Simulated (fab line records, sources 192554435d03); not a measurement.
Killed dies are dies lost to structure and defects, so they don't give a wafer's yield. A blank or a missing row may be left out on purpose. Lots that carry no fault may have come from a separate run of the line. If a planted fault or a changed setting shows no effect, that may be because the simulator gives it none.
One fault seen from 3 desks :: flow n5 finfet :: every desk sees just its own numbers, and what lay behind them comes last

## DESK OF THE TOOL OWNER: rie diel-02
The tool's own readings at N5_BEOL_M0_SAQP_HM_OPEN_112 (chemistry CHF3/O2, target SiO2, stops on a-Si, target depth 12 nm, time 13.5 s): means of the sampled wafers that have a number, for each lot that ran on this tool. A lot is out of limits, marked OUT, if its mean lies more than 4 standard deviations from the usual mean; the brackets give that distance.
Columns: A = drypump motor current A at N5_BEOL_M0_SAQP_HM_OPEN_112, usual 5.6 A; B = oes product au at N5_BEOL_M0_SAQP_HM_OPEN_112, usual 0.50 a.u.; C = rf vpp V at N5_BEOL_M0_SAQP_HM_OPEN_112, usual 526 V; D = showerhead plenum p Torr at N5_BEOL_M0_SAQP_HM_OPEN_112, usual 2.42 Torr; E = throttle valve pct at N5_BEOL_M0_SAQP_HM_OPEN_112, usual 19.01 %
lot: L163
first seen here: day 6 02:31
A: 5.7
B: 0.55
C: 528
D: 2.41
E: 18.63

lot: L169
first seen here: day 7 12:07
A: 5.4
B: 0.52
C: 525
D: 2.49
E: 19.06

lot: L174
first seen here: day 8 20:46
A: 5.5
B: 0.54
C: 523
D: 2.44
E: 18.86
This desk's verdict: no lot among the 3 shows anything out of limits.

## AT THE METROLOGY DESK
What the gauges read for every lot (on any tool): the sampled wafers with a number, averaged. A lot is out of limits, marked OUT, if its mean lies more than 4 standard deviations from the usual mean; the brackets give that distance. Of its 12 readings 7 are shown: those that lie furthest out on some lot.
Columns: A = cd nm at N5_BEOL_M0_SAQP_CD_MEAS_14, usual 42.5 nm; B = M0_CORE_OVL at N5_BEOL_M0_SAQP_OVL_MEAS_15, usual 0.0 nm; C = IOFF_P at N5_BEOL_M4_RC_MEAS_101, usual 0.21 nA/um; D = ION_N at N5_BEOL_M4_RC_MEAS_101, usual 671 uA/um; E = ION_P at N5_BEOL_M4_RC_MEAS_101, usual 463 uA/um; F = VT_N at N5_BEOL_M4_RC_MEAS_101, usual 251 mV; G = VT_P at N5_BEOL_M4_RC_MEAS_101, usual -250 mV
lot: L163
first seen here: day 6 02:14
A: 42.3
B: 0.2
C: 0.22
D: 676
E: 469
F: 251
G: -247

lot: L165
first seen here: day 6 21:54
A: 43.1
B: 0.7
C: 0.14
D: 651
E: 443
F: 256
G: -257

lot: L169
first seen here: day 7 11:50
A: 43.1
B: -0.1
C: 0.21
D: 667
E: 466
F: 253
G: -248

lot: L171
first seen here: day 8 02:33
A: 42.8
B: -1.3
C: 0.21
D: 680
E: 467
F: 249
G: -249

lot: L174
first seen here: day 8 20:29
A: 42.3
B: -0.3
C: 0.19
D: 670
E: 464
F: 253
G: -252

lot: L180
first seen here: day 10 10:25
A: 42.2
B: -0.2
C: 0.20
D: 659
E: 463
F: 253
G: -248
This desk's verdict: no lot among the 6 shows anything out of limits.

## THE DEFECT DESK
Inspection counts along the route, by lot: the mean over sampled wafers that carry a number. A lot is out of limits, marked OUT, if its mean lies more than 4 standard deviations from the usual mean; the brackets give that distance.
Columns: A = raw defect count at N5_BEOL_M0_SAQP_INSPECT_16, usual 472
lot: L163
first seen here: day 6 02:17
A: 429

lot: L165
first seen here: day 6 21:57
A: 414

lot: L169
first seen here: day 7 11:53
A: 481

lot: L171
first seen here: day 8 02:36
A: 449

lot: L174
first seen here: day 8 20:32
A: 417

lot: L180
first seen here: day 10 10:28
A: 647
This desk's verdict: no lot among the 6 shows anything out of limits.

## BROUGHT TOGETHER
The tool owner's desk saw nothing out of limits.
Nothing out of limits was seen by the metrology desk.
Nothing out of limits was seen by the defect desk.

## WHAT WAS PUT IN BY THE SIMULATOR
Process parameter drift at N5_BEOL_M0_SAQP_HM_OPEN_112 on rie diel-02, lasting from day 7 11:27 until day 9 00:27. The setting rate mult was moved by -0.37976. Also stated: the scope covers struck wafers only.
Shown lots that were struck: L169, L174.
